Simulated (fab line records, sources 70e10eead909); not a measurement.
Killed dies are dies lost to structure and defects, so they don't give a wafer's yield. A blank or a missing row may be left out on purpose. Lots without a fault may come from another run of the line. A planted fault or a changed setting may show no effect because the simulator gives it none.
fab line records | flow nand_harc
record lots=11 wafers=33 last_day=24
route steps=1159 shown P_M0@284 P_M1@301 P_M2@330 END@1159
lots that met no fault: from a run of the same line without faults
start_h: hours from the record's first day to the start of the lot's first wafer shown | wait_h: hours since the lot's step before | " the same as in the row above | L1.1+2: a row that stands for several wafers | - no value, or no start given | * or withheld: withheld | < > ~ a bound
route shown NAME@n: a module of which the file shows steps, and the number in the route of the first | usual: mean/standard deviation of fault-free wafers | same: alike in all rows | chamber/n: place in a boat | sites: the reading at each site | _std_site: their standard deviation | _edge_site: outer sites' mean less inner sites' | radius_mm: how far each site lies from the wafer's centre | mask NAME#n: copy n | behind: the tool/chamber that last shaped the wafer | hold: why the lot was held/for how many hours/how that ended | device: the transistor (n, p or np) that didn't switch | end of line: the same wafers' tests at the end of the route | a step without rows: its recipe alone | killed: dies lost to structure and defects at the first sort, not the wafer's yield | map: a wafer's dies, x killed, . not, _ none there
set.NAME: the setting as run; set.NAME@STEP: as run at that earlier step | model.NAME: the simulator's own value behind a step, which no gauge read
steps of the route over a sample of lots; a table a step, a row a wafer
services: from which hour (start_h, from the record's first day; less than 0 if before it) a tool's chamber was out of use, for how many hours, and why
## steps
# step NHARC_P_M0_DEP_32
# recipe target_thk_a=300 temp_c=370 target_thk_nm=30 pressure_torr=3 flow_sccm=200 rf_w=450 material=SiCN
# usual heater_power_w=561/68
# columns lot.wafer tool chamber start_h wait_h heater_power_w
L127.6 pecvd-01 2 113.62 0.2 583
L127.5 " 0 " " 651
L127.4 " 1 " " 463
L128.2 pecvd-01 0 130.16 0.1 615
L128.6 " 0 " " 618
L128.4 " 2 " " 541
L129.2 pecvd-01 2 133.15 0.1 543
L129.1 " 1 " " 473
L129.6 " 2 " " 542
L137.3 pecvd-01 1 180.02 0.1 520
L137.5 " 0 " " 667
L137.6 " 2 " " 557
L140.1 pecvd-01 2 200.74 0.1 538
L140.5 " 1 " " 523
L140.4 " 2 " " 556
L143.3 pecvd-01 1 217.68 0.1 510
L143.1 " 0 " " 579
L143.5 " 0 " " 582
L144.4 pecvd-04 1 228.24 0.2 547
L144.6 " 2 " " 615
L144.5 " 0 " " 657
L148.1 pecvd-02 0 241.67 0.1 508
L148.3 " 1 " " 456
L148.2 " 2 " " 634
L146.1 pecvd-04 1 248.00 0.1 584
L146.3 " 2 " " 560
L146.4 " 0 " " 696
L149.2 pecvd-04 2 248.83 0.1 498
L149.6 " 1 " " 491
L149.5 " 2 " " 500
L150.1 pecvd-04 2 258.09 0.1 557
L150.3 " 1 " " 501
L150.5 " 2 " " 559
# step NHARC_P_M1_CD_MEAS_16
# usual cd_nm=130.0/0.52
# columns lot.wafer tool chamber start_h wait_h cd_nm
L127.4 cd_sem-02 - 115.47 - 130.6
L127.5 " - " " 130.5
L127.6 " - " " 130.3
L128.2 cd_sem-02 - 131.92 - 129.1
L128.4 " - " " 130.2
L128.6 " - " " 129.9
L129.1 cd_sem-03 - 135.36 - 130.1
L129.2 " - " " 130.0
L129.6 " - " " 130.2
L137.3 cd_sem-02 - 182.09 - 130.2
L137.5 " - " " 130.0
L137.6 " - " " 131.2
L140.1 cd_sem-02 - 202.73 - 130.3
L140.4 " - " " 130.0
L140.5 " - " " 129.7
L143.1 cd_sem-03 - 219.52 - 130.5
L143.3 " - " " 129.0
L143.5 " - " " 131.1
L144.4 cd_sem-01 - 229.83 - 129.8
L144.5 " - " " 129.8
L144.6 " - " " 129.5
L148.1 cd_sem-01 - 243.39 - 130.7
L148.2 " - " " 130.4
L148.3 " - " " 130.7
L146.1 cd_sem-03 - 249.72 - 130.4
L146.3 " - " " 130.6
L146.4 " - " " 130.6
L149.2 cd_sem-02 - 250.66 - 129.8
L149.5 " - " " 129.4
L149.6 " - " " 129.3
L150.1 cd_sem-01 - 259.88 - 129.6
L150.3 " - " " 129.8
L150.5 " - " " 129.3
# step NHARC_P_M1_ANNEAL_31
# recipe temp_c=225 time_s=90
# usual wafer_temp_C_max=226.07/0.24
# columns lot.wafer tool chamber start_h wait_h wafer_temp_C_max
L127.4 rtp_anneal-01 0 117.07 0.4 226.40
L127.5 " 0 " " 226.41
L127.6 " 0 " " 226.06
L128.2 rtp_anneal-02 0 133.43 0.4 225.88
L128.4 " 0 " " 226.25
L128.6 " 0 " " 225.96
L129.1 rtp_anneal-01 0 136.81 0.3 226.30
L129.2 " 0 " " 226.61
L129.6 " 0 " " 226.70
L137.3 rtp_anneal-01 0 184.08 - 226.20
L137.5 " 0 " " 226.03
L137.6 " 0 " " 226.13
L140.1 rtp_anneal-02 0 204.18 0.3 226.50
L140.4 " 0 " " 225.53
L140.5 " 0 " " 226.02
L143.1 rtp_anneal-01 0 220.97 - 225.55
L143.3 " 0 " " 225.85
L143.5 " 0 " " 225.85
L144.4 rtp_anneal-02 0 231.44 - 225.80
L144.5 " 0 " " 226.35
L144.6 " 0 " " 226.16
L148.1 rtp_anneal-01 0 244.84 0.3 225.76
L148.2 " 0 " " 226.01
L148.3 " 0 " " 226.36
L146.1 rtp_anneal-01 0 251.20 0.3 226.25
L146.3 " 0 " " 226.28
L146.4 " 0 " " 226.00
L149.2 rtp_anneal-02 0 252.16 - 226.22
L149.5 " 0 " " 226.22
L149.6 " 0 " " 226.28
L150.1 rtp_anneal-02 0 261.36 0.3 225.70
L150.3 " 0 " " 225.84
L150.5 " 0 " " 225.56
# step NHARC_P_M1_CMP_23
# recipe t_overpolish_s=20 target_thk_nm=157.82
# usual motor_current_A=12.1/1.5 time_to_endpoint_s=29.2/2.1
# columns lot.wafer tool chamber start_h wait_h motor_current_A time_to_endpoint_s
L127.4 cmp-01 0 117.31 - 13.6 28.3
L127.6 " 2 " " 11.5 25.1
L127.5 " 3 " " 11.5 28.0
L128.4 cmp-02 2 133.72 - 11.6 31.3
L128.2 " 1 " " 13.6 33.6
L128.6 " 3 " " 9.7 29.0
L129.2 cmp-03 0 137.21 - 14.6 28.1
L129.1 " 1 " " 10.7 29.2
L129.6 " 2 " " 13.0 27.7
L137.3 cmp-03 2 184.41 - 12.1 27.6
L137.6 " 3 " " 11.8 26.5
L137.5 " 0 " " 14.6 24.5
L140.1 cmp-02 3 204.53 - 10.5 31.0
L140.4 " 0 " " 9.7 33.2
L140.5 " 3 " " 10.6 29.9
L143.1 cmp-02 1 221.33 - 14.1 30.0
L143.3 " 2 " " 11.2 27.3
L143.5 " 1 " " 14.4 28.9
L144.4 cmp-02 3 231.71 - 10.3 26.1
L144.5 " 0 " " 9.9 27.0
L144.6 " 1 " " 14.0 30.4
L148.1 cmp-01 3 245.19 - 11.1 30.2
L148.2 " 0 " " 13.1 30.2
L148.3 " 2 " " 11.6 32.7
L146.4 cmp-01 0 251.55 - 12.4 30.4
L146.1 " 1 " " 11.9 31.5
L146.3 " 3 " " 10.7 30.7
L149.2 cmp-01 1 252.49 - 12.1 27.5
L149.6 " 0 " " 12.8 29.0
L149.5 " 1 " " 12.4 26.5
L150.3 cmp-01 2 261.70 - 12.1 28.2
L150.1 " 3 " " 11.0 29.2
L150.5 " 2 " " 11.6 31.3
# step NHARC_P_M1_INSPECT_27
# usual raw_defect_count=327/120
# columns lot.wafer tool chamber start_h wait_h raw_defect_count
L127.4 defect_inspect-01 - 117.74 0.0 308
L127.5 " - " " 453
L127.6 " - " " 447
L128.2 defect_inspect-02 - 134.20 0.0 324
L128.4 " - " " 334
L128.6 " - " " 286
L129.1 defect_inspect-02 - 137.65 0.0 330
L129.2 " - " " 241
L129.6 " - " " 464
L137.3 defect_inspect-02 - 184.81 0.0 1032
L137.5 " - " " 259
L137.6 " - " " 241
L140.1 defect_inspect-02 - 205.00 0.0 286
L140.4 " - " " 211
L140.5 " - " " 492
L143.1 defect_inspect-01 - 221.79 0.0 164
L143.3 " - " " 162
L143.5 " - " " 300
L144.4 defect_inspect-02 - 232.10 0.0 165
L144.5 " - " " 223
L144.6 " - " " 262
L148.1 defect_inspect-01 - 245.66 0.0 699
L148.2 " - " " 330
L148.3 " - " " 304
L146.1 defect_inspect-01 - 252.07 0.0 352
L146.3 " - " " 352
L146.4 " - " " 369
L149.2 defect_inspect-02 - 252.94 0.0 440
L149.5 " - " " 205
L149.6 " - " " 335
L150.1 defect_inspect-02 - 262.18 0.0 201
L150.3 " - " " 347
L150.5 " - " " 274
# step NHARC_P_M2_INSPECT_11
# usual raw_defect_count=4.4/2.3
# columns lot.wafer tool chamber start_h wait_h raw_defect_count
L127.4 defect_inspect-02 - 119.13 0.0 2
L127.5 " - " " 3
L127.6 " - " " 4
L128.2 defect_inspect-01 - 135.71 0.0 0
L128.4 " - " " 5
L128.6 " - " " 6
L129.1 defect_inspect-01 - 139.23 0.0 2
L129.2 " - " " 8
L129.6 " - " " 9
L137.3 defect_inspect-01 - 186.38 0.0 658
L137.5 " - " " 4
L137.6 " - " " 4
L140.1 defect_inspect-01 - 206.56 0.0 9
L140.4 " - " " 4
L140.5 " - " " 8
L143.1 defect_inspect-01 - 223.56 0.0 6
L143.3 " - " " 3
L143.5 " - " " 4
L144.4 defect_inspect-02 - 233.71 0.0 7
L144.5 " - " " 6
L144.6 " - " " 1
L148.1 defect_inspect-01 - 247.06 0.0 7
L148.2 " - " " 4
L148.3 " - " " 3
L146.1 defect_inspect-01 - 253.58 0.0 2
L146.3 " - " " 1
L146.4 " - " " 2
L149.2 defect_inspect-01 - 254.40 0.0 5
L149.5 " - " " 4
L149.6 " - " " 3
L150.1 defect_inspect-01 - 263.72 0.1 5
L150.3 " - " " 4
L150.5 " - " " 4
# step NHARC_END_SORT_01
# recipe temp_c=25
# usual defect_limited_yield=95.3/1.7 killed_at_array=28/12 killed_at_other=0.8/1.1 killed_at_periphery=3.6/2.3 killed_dies=32/12 killed_open=3.4/1.9 killed_short=2.0/1.3 sort_bin_2_pct=1.4/0.61 sort_bin_3_pct=0.26/0.22 sort_bin_4_pct=3.0/1.2 sort_n_pass=645/12 sort_rim_yield_pct=95.8/2.9 sort_yield_pct=95.3/1.7
# same gross_dies=677 sort_bin_5_pct[%]=0 sort_bin_6_pct[%]=0 sort_bin_7_pct[%]=0 sort_bin_8_pct[%]=0 sort_rim_n_gross=106.00
# columns lot.wafer tool chamber start_h wait_h defect_limited_yield[%] killed_at_array killed_at_other killed_at_periphery killed_dies killed_open killed_short sort_bin_2_pct[%] sort_bin_3_pct[%] sort_bin_4_pct[%] sort_n_pass sort_rim_yield_pct[%] sort_yield_pct[%]
L128.2 prober-01 0 449.53 2.8 96.8 21 1 0 22 2 0 0.4 0.30 2.5 655 99.1 96.8
L128.4 prober-01 0 451.15 3.4 96.2 24 1 1 26 4 2 1.6 0 2.2 651 99.1 96.2
L128.6 prober-01 0 452.77 4.0 96.8 21 0 1 22 2 3 0.6 0.15 2.5 655 100.0 96.8
L137.3 prober-01 0 497.31 3.1 40.3 13 0 391 404 3 2 22.6 5.17 31.9 273 36.8 40.3
L137.5 prober-01 0 498.92 3.7 96.8 18 2 2 22 4 3 0.9 0.44 1.9 655 99.1 96.8
L137.6 prober-01 0 499.73 4.0 97.6 13 0 3 16 2 0 0.9 0 1.5 661 99.1 97.6
# killed by level:class
L128.2 A_SLIT:chamber_film_flake=9 A_CHANNEL_HOLE_D1:chamber_film_flake=5 A_WL_FILL:chamber_film_flake=2 A_CONTACT:chamber_film_flake=2 A_WL_FILL:geometric_particle:open=1 STARTING-WAFER:geometric_particle:open=1 A_ZERO_WELL:chamber_film_flake=1 A_STAIRCASE:chamber_film_flake=1
L128.4 A_SLIT:chamber_film_flake=9 A_CONTACT:chamber_film_flake=4 A_M0:geometric_particle:open=3 A_WL_FILL:chamber_film_flake=3 A_ONON_D1:geometric_particle:short=2 A_CONTACT:geometric_particle:open=1 P_ZERO_WELL:chamber_film_flake=1 A_CHANNEL_HOLE_D1:chamber_film_flake=1
L128.6 A_SLIT:chamber_film_flake=7 A_CHANNEL_FILL_D1:geometric_particle:short=3 A_CONTACT:chamber_film_flake=3 A_CHANNEL_HOLE_D1:chamber_film_flake=2 A_SGD_CUT:geometric_particle:open=1 A_CONTACT:geometric_particle:open=1 P_GATE:chamber_film_flake=1 A_ZERO_WELL:chamber_film_flake=1
L137.3 P_M1:unspecified=387 A_CHANNEL_HOLE_D1:chamber_film_flake=3 A_CONTACT:chamber_film_flake=3 A_STAIRCASE:chamber_film_flake=3 P_CONTACT:geometric_particle:open=2 A_SOURCE_PLATE:geometric_particle:open=1 A_CHANNEL_FILL_D1:geometric_particle:short=1 A_WL_FILL:geometric_particle:short=1
L137.5 A_CONTACT:chamber_film_flake=6 A_CHANNEL_HOLE_D1:chamber_film_flake=4 P_STI:chamber_film_flake=2 THIN_TSV:chamber_film_flake=2 A_CHANNEL_FILL_D1:geometric_particle:open=1 A_CHANNEL_FILL_D1:geometric_particle:short=1 A_WL_FILL:geometric_particle:short=1 A_CONTACT:geometric_particle:open=1
L137.6 A_CHANNEL_HOLE_D1:chamber_film_flake=6 A_CONTACT:chamber_film_flake=3 A_STAIRCASE:chamber_film_flake=2 A_CHANNEL_HOLE_D1:geometric_particle:open=1 A_WL_FILL:geometric_particle:open=1 P_ZERO_WELL:chamber_film_flake=1 P_CONTACT:chamber_film_flake=1 P_M0:chamber_film_flake=1
## services
# columns tool chamber start_h hours kind
pecvd-01 1 94.73 4.3 repair
cmp-03 - 95.92 1.3 repair
cmp-01 - 102.34 0.9 repair
pecvd-02 2 105.61 9.4 repair
cmp-02 - 120.15 2.9 repair
cmp-03 - 128.42 0.4 repair
cmp-02 - 128.50 4.0 pm
pecvd-02 0 135.89 16.4 repair
cmp-02 - 143.04 5.9 repair
cmp-02 - 150.94 0.2 repair
pecvd-02 - 153.00 13.0 pm
cmp-03 - 156.00 4.0 pm
pecvd-04 0 173.74 7.8 repair
cmp-01 - 179.66 4.0 pm
cmp-03 - 191.11 2.5 repair
pecvd-04 - 195.22 13.0 pm
cmp-02 - 195.71 0.2 repair
cmp-02 - 202.01 1.8 repair
cmp-01 - 217.90 10.3 repair
cmp-02 - 226.60 4.0 pm
pecvd-01 - 237.05 13.0 pm
cmp-02 - 253.11 3.6 repair
cmp-03 - 254.01 4.0 pm
cmp-02 - 258.56 3.6 repair
## key
first_sign step=NHARC_P_M1_INSPECT_27 reading=raw_defect_count direction=up sigmas=5.9 usual=327 struck=1032
effect step=NHARC_P_M2_INSPECT_11 reading=raw_defect_count direction=up sigmas=99+ usual=4.4 struck=658
effect step=NHARC_END_SORT_01 reading=killed_at_periphery direction=up sigmas=99+ usual=3.6 struck=391
more_kills_born_at NHARC_P_M1_CMP_23@cmp-03=387
met_at NHARC_P_M1_CMP_23
struck_lots L137
struck_wafers L137.3
not_acting_at NHARC_P_M0_DEP_32,NHARC_P_M1_CD_MEAS_16,NHARC_P_M1_ANNEAL_31
onset_between 137.21 184.41
fault kind=chamber_particle_source tool=cmp-03 chamber=2 onset_h=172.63 steps=NHARC_P_M1_CMP_23 rate_per_visit_cm2=1.0359 end_h=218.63
